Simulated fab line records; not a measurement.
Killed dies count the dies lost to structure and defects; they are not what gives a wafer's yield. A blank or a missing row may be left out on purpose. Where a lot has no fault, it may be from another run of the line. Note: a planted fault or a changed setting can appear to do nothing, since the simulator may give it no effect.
Chamber matching -- flow n5Finfet -- cmp-04 running N5_BEOL_M12_CMP_49: 4 sister chambers
The step polishes, stops on SiOC, t overpolish 20.6 s, target thk 320 nm. 8 wafers are shown with their chamber, then 7 later ones without.

## WAFERS PAIRED WITH THEIR CHAMBERS
wafer,chamber,motorCurrentA (A),barrierFieldEndpointS (s)
L074.3,3,5.5,30.5
L075.4,3,5.7,29.9
L077.4,0,6.6,31.7
L078.1,1,5.5,30.9
L078.3,2,5.1,30.7
L078.5,1,5.6,31.6
L079.1,0,6.4,30.8
L079.4,2,5.1,29.9

## WAFERS MISSING THEIR CHAMBER
wafer,motorCurrentA (A),barrierFieldEndpointS (s)
L079.6,4.9,30.4
L080.1,5.8,30.7
L080.2,5.3,30.8
L080.4,6.5,31.8
L097.1,5.8,31.4
L097.3,5.9,31.8
L097.6,5.1,31.6

## CHAMBER TAKEN BY EACH
wafer,from the rows above,in truth
L079.6,2,2
L080.1,can't be placed: 3 or 1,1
L080.2,can't be placed: 2 or 1 or 3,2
L080.4,0,0
L097.1,can't be placed: 1 or 3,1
L097.3,can't be placed: 1 or 3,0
L097.6,can't be placed: 2 or 1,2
Correct placement for 2 of the 7. From these rows, 5 cannot be placed; in 4 the true chamber is one of the candidates. Placed wrongly: 0.
How it was worked out, from the rows above alone: a wafer's distance from a chamber is the root of the sum, over the readings, of the square of ((its reading less the chamber's mean) divided by the reading's scatter). The wafer belongs to the nearest chamber; if the next one is less than 2 further off, it can't be placed. Each chamber's mean is taken over the wafers shown for it. The scatter is the square root of a quotient: the sum, over the shown wafers, of each reading's squared deviation from its chamber's mean, divided by wafers minus chambers.
